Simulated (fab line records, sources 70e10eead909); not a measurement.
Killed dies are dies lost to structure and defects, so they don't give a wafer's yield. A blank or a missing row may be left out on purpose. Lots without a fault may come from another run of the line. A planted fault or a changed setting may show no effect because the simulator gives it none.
Chamber matching | flow nand_harc | NHARC_A_SGD_CUT_DEP_00 on pecvd-01: 3 sister chambers
The step deposits SiNx, target thk 50 nm. 3 wafers are shown with their chamber, then 10 later ones without.

WAFERS WITH THEIR CHAMBER
wafer  | chamber | heater_power_w (W)
L088.5 | 0       | 886
L091.1 | 1       | 699
L091.4 | 2       | 744

WAFERS WITHOUT THEIR CHAMBER
wafer  | heater_power_w (W)
L091.5 | 727
L093.2 | 785
L093.4 | 792
L093.6 | 780
L095.1 | 803
L095.4 | 817
L095.6 | 734
L096.1 | 732
L096.5 | 739
L096.6 | 778

WHICH CHAMBER EACH WENT THROUGH
wafer  | from the rows above          | in truth
L091.5 | can't be placed: 2 or 1      | 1
L093.2 | can't be placed: 2 or 1 or 0 | 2
L093.4 | can't be placed: 2 or 1 or 0 | 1
L093.6 | can't be placed: 2 or 1 or 0 | 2
L095.1 | can't be placed: 2 or 0 or 1 | 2
L095.4 | can't be placed: 0 or 2 or 1 | 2
L095.6 | can't be placed: 2 or 1      | 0
L096.1 | can't be placed: 2 or 1      | 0
L096.5 | can't be placed: 2 or 1      | 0
L096.6 | can't be placed: 2 or 1 or 0 | 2
Placed correctly: 0 of 10. Can't be placed from these rows: 10 (the true chamber is among the candidates in 7). Placed wrongly: 0.
How it was worked out, from the rows above alone: a wafer's distance from a chamber is the root of the sum, over the readings, of the square of ((its reading less the chamber's mean) divided by the reading's scatter). The wafer belongs to the nearest chamber; if the next one is less than 2 further off, it can't be placed. A chamber's mean is the mean of its shown wafers. The scatter: with one shown wafer a chamber, the root of the mean of the squares of how far each hidden wafer lies from its nearest shown one.
